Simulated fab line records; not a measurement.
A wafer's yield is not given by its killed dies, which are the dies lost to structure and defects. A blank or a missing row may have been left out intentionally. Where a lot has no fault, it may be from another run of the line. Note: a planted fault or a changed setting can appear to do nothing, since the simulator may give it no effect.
Problem report, 8D (eight disciplines) form, completed by code + flow n5_finfet + the parts of the form that need people (team, actions taken, sign-off) are left out

1. PROBLEM STATEMENT
NDIPOLE_OVL at N5_HKMG_FIN_OVL_MEAS_50 reads a mean of 11.9 nm on 6 wafers of 2 lots; wafers without a fault read -0.1 nm with a standard deviation of 0.78. That puts it +15 standard deviations away from the usual mean.
Earliest sighting: wafer L204.1 on overlay-02 at day 7 21:46. The record holds 18 wafers of 6 lots with a number at this step. Rule for "out", or "out of limits": more than 4 standard deviations from the usual mean. The rest of the wafers with a number are treated as sound.

2. WHAT THIS IS AND IS NOT
| question                    | is                     | is not                                                                   |
|-----------------------------|------------------------|--------------------------------------------------------------------------|
| which readings at this step | NDIPOLE_OVL            | -                                                                        |
| which lots                  | L204, L206             | L193, L194, L210, L211                                                   |
| which wafers of those lots  | all that have a number | -                                                                        |
| read on which gauges        | overlay-02             | -                                                                        |
| when                        | from day 7 21:46       | up to then (6 sound wafers); but 6 sound wafers of L210, L211 came after |

3. WHAT RULES OUT EACH SUSPECT
Counting: a tool at any process step up to the reading remains a suspect when it ran all the lots that are out and ran no sound lot after the first of those.
- the gauge at N5_HKMG_FIN_OVL_MEAS_50: kept. All the wafers that are out were read on overlay-02, and no step on other tools shows them out.
- ald_hk-02 at N5_HKMG_FIN_HK_ALD_01 (deposits HfO2, target thk 1.6 nm, pulse time 3 s, purge time 3 s): ruled out as a lasting fault. Sound lots L210 ran on it after its first lot that is out, L204 (day 7 20:53).
- ald_hk-03 at N5_HKMG_FIN_ALD_74 (deposits La2O3, target thk 0.5 nm, pulse time 6 s, co reactant pulse time 1 s): ruled out as a lasting fault. Sound lots L210, L211 ran on it after its first lot that is out, L204 (day 7 21:17).
- ald_hk-03 at N5_HKMG_FIN_ALD_75 (deposits Al2O3, target thk 1 nm, co reactant pulse time 1 s): ruled out as a lasting fault. Sound lots L210, L211 ran on it after its first lot that is out, L204 (day 7 21:22).
- arfi_scanner-03 at N5_HKMG_FIN_EXPOSE_46 (exposes mask NDIPOLE): kept. It processed each lot that is out, first L204 at day 7 21:36, and no sound lot thereafter; up to then, the last sound lot it processed was L193 at day 5 08:37.
After counting, arfi_scanner-03 at N5_HKMG_FIN_EXPOSE_46 and overlay-02 at N5_HKMG_FIN_OVL_MEAS_50 remain.

4. THE CAUSE (what the simulator had put in)
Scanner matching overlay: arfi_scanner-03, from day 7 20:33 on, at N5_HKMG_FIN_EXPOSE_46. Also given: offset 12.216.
Counting leaves 2 suspects; this tool is one of them.

5. THE EFFECT CHAIN, in route order
One row per reading whose mean, taken over the struck wafers that have a number, lies over 3 standard deviations from the usual. Only readings for which the record gives a usual standard deviation are gone through. hours: the time from each lot's start at the first step in this table that gives one to its start at this step, as a median over the lots. sigmas: the change in usual standard deviations.
| hours | step                    | reading     | usual   | on struck wafers | change | sigmas |
|-------|-------------------------|-------------|---------|------------------|--------|--------|
| 0     | N5_HKMG_FIN_OVL_MEAS_50 | NDIPOLE_OVL | -0.1 nm | 11.9             | +12.0  | +15    |
Later steps that measure or inspect, where all struck wafers having a row at the step show a number for every such reading and not one has moved that far: N5_HKMG_FIN_INSPECT_61, N5_BEOL_M4_RC_MEAS_101.

6. WHAT WOULD HAVE CAUGHT IT SOONER
In this record the first reading out of limits at a measuring or inspecting step was taken at day 7 21:46, 1 hour after the fault began at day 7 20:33.
Among the 2 lots that are out, L206 began N5_HKMG_FIN_EXPOSE_46 on arfi_scanner-03 after day 7 21:46. Putting the tool on hold at that point would have spared it.
